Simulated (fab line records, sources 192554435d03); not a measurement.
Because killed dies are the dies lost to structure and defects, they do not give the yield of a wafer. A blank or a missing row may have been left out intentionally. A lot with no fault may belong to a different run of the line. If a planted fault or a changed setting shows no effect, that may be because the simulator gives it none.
Which tool is to blame? | flow n5-finfet | 23 lots with 69 wafers sampled at 2 steps, on a route of 1938 steps

== WHAT THE GAUGES READ, wafer by wafer ==
N5_MOL_CONTACT_COAG_OVL_MEAS_41.
lot  | measured     | on         | VD_OVL (nm)
L074 | day 5 08:16  | overlay-01 | -0.1 0.4 -0.3
L075 | day 5 09:09  | overlay-01 | 0.8 -0.3 0.5
L076 | day 5 16:32  | overlay-02 | -0.3 -0.3 -0.7
L077 | day 5 20:00  | overlay-01 | 0.2 0.4 0.4
L078 | day 6 05:04  | overlay-02 | -0.6 0.1 -0.4
L079 | day 6 13:26  | overlay-01 | -0.3 0.1 0.9
L080 | day 6 13:46  | overlay-01 | 0.2 0.5 0.7
L081 | day 6 22:59  | overlay-02 | 0.5 0.5 -1.2
L082 | day 7 03:08  | overlay-02 | -0.3 -1.2 0.3
L083 | day 7 07:31  | overlay-01 | 1.0 -0.4 0.9
L084 | day 7 13:40  | overlay-01 | 1.4 0.6 1.8
L085 | day 7 23:18  | overlay-02 | 0.2 -0.4 0.6
L087 | day 8 09:05  | overlay-02 | 0.8 0.4 1.1
L088 | day 8 17:21  | overlay-01 | -0.6 -0.1 0.5
L089 | day 8 23:31  | overlay-02 | -0.6 -0.4 0.5
L090 | day 9 03:08  | overlay-01 | 0.5 0.4 0.5
L091 | day 9 06:19  | overlay-02 | -0.2 0.1 -0.5
L092 | day 9 13:39  | overlay-02 | 0.4 0.1 0.4
L093 | day 9 19:28  | overlay-01 | 0.3 0.5 0.6
L094 | day 10 06:43 | overlay-01 | -0.3 0.0 -0.4
L095 | day 10 07:20 | overlay-01 | -0.6 -0.4 -0.2
L096 | day 10 16:18 | overlay-01 | 0.6 0.3 0.9
L097 | day 11 00:32 | overlay-02 | 0.9 0.4 0.2

== WHICH TOOL RAN EACH LOT (tool, then ch and the chambers of the sampled wafers, then the start) ==
lot  | N5_MOL_CONTACT_COAG_STRIP_96
L074 | rie-diel-04 ch 0,1,2, day 5 07:35
L075 | rie-diel-05 ch 0,1,2, day 5 08:25
L076 | rie-diel-04 ch 0,1,3, day 5 15:47
L077 | rie-diel-01 ch 0,1, day 5 19:22
L078 | rie-diel-04 ch 1,2,3, day 6 04:26
L079 | rie-diel-01 ch 1,2, day 6 12:42
L080 | rie-diel-01 ch 0,1,3, day 6 13:01
L081 | rie-diel-01 ch 0,2, day 6 22:15
L082 | rie-diel-05 ch 0,1,2, day 7 02:23
L083 | rie-diel-04 ch 1,3, day 7 06:22
L084 | rie-diel-05 ch 1,2, day 7 13:02
L085 | rie-diel-01 ch 0,1, day 7 22:34
L087 | rie-diel-01 ch 1,2, day 8 08:27
L088 | rie-diel-05 ch 1,2,3, day 8 16:43
L089 | rie-diel-01 ch 1,2,3, day 8 22:46
L090 | rie-diel-04 ch 0,1, day 9 02:23
L091 | rie-diel-05 ch 1,2,3, day 9 05:35
L092 | rie-diel-05 ch 0,1,3, day 9 12:55
L093 | rie-diel-04 ch 0,1,3, day 9 18:44
L094 | rie-diel-05 ch 0,2, day 10 06:04
L095 | rie-diel-05 ch 1,2,3, day 10 06:42
L096 | rie-diel-05 ch 0,2,3, day 10 15:41
L097 | rie-diel-05 ch 0,1, day 10 23:47
- N5_MOL_CONTACT_COAG_STRIP_96: strips in N2/H2.

== AS READ BY THE TOOLS THEMSELVES (means over the sampled wafers that have a number; for cases with no such wafer, the mark the record gives instead) ==
N5_MOL_CONTACT_COAG_STRIP_96.
lot  | tool        | drypump-motor-current-A (A) | oes-product-au (a.u.) | rf-vpp-V (V) | showerhead-plenum-p-Torr (Torr) | throttle-valve-pct (%)
L074 | rie-diel-04 | 5.6                         | 0.80                  | 122.5        | 3.36                            | 19.1
L075 | rie-diel-05 | 5.9                         | 0.85                  | 121.9        | 3.30                            | 19.2
L076 | rie-diel-04 | 5.8                         | 0.90                  | 121.3        | 3.33                            | 18.8
L077 | rie-diel-01 | 6.1                         | 0.76                  | 121.5        | 3.39                            | 19.4
L078 | rie-diel-04 | 5.6                         | 0.96                  | 121.3        | 3.35                            | 18.7
L079 | rie-diel-01 | 5.5                         | 0.75                  | 121.8        | 3.46                            | 19.5
L080 | rie-diel-01 | 6.0                         | 0.77                  | 122.3        | 3.38                            | 19.3
L081 | rie-diel-01 | 5.7                         | 0.77                  | 122.2        | 3.48                            | 19.2
L082 | rie-diel-05 | 5.9                         | 0.83                  | 120.8        | 3.29                            | 19.2
L083 | rie-diel-04 | 5.6                         | 0.91                  | 121.9        | 3.39                            | 18.7
L084 | rie-diel-05 | 6.4                         | 0.77                  | 121.9        | 3.33                            | 19.6
L085 | rie-diel-01 | 6.0                         | 0.72                  | 121.4        | 3.35                            | 19.8
L087 | rie-diel-01 | 5.6                         | 0.72                  | 122.4        | 3.39                            | 19.8
L088 | rie-diel-05 | 5.8                         | 0.85                  | 121.6        | 3.29                            | 19.2
L089 | rie-diel-01 | 5.7                         | 0.75                  | 121.3        | 3.40                            | 19.4
L090 | rie-diel-04 | 5.6                         | 0.84                  | 123.3        | 3.38                            | 19.0
L091 | rie-diel-05 | 5.8                         | 0.84                  | 121.2        | 3.29                            | 19.2
L092 | rie-diel-05 | 5.3                         | 0.87                  | 121.9        | 3.26                            | 18.8
L093 | rie-diel-04 | 5.8                         | 0.84                  | 121.1        | 3.32                            | 18.9
L094 | rie-diel-05 | 5.6                         | 0.81                  | 121.2        | 3.29                            | 19.3
L095 | rie-diel-05 | 5.8                         | 0.83                  | 120.9        | 3.29                            | 19.2
L096 | rie-diel-05 | 5.6                         | 0.83                  | 121.1        | 3.30                            | 19.3
L097 | rie-diel-05 | 5.3                         | 0.84                  | 122.2        | 3.24                            | 18.8

== THE ANSWER, worked out from the rows above alone ==
Rule: the lots themselves supply what counts as usual. The widest of any qualifying gaps counts: lots, ordered by their means at a reading, are off when they make up no more than a third of the lots, leave a main group of 4 or more, and stand apart from it by 3 or more times the standard deviation of that group's means. A main group whose means are all the same, to the digits that the tables above print for the reading, isn't used. A lot without any number at a reading at which 4 lots or more have one is off too. All remaining lots with rows at the step are treated as sound. After the gauges, taken in route order, come the tools' own readings; for these a lot's mean is taken, as printed above. At the first step where some lot is off, the reading lying furthest off is the one used; lots without a number count as furthest.
None of the lots is off at any reading shown; this tells nothing.

== WHAT THE SIMULATOR HAD INSERTED ==
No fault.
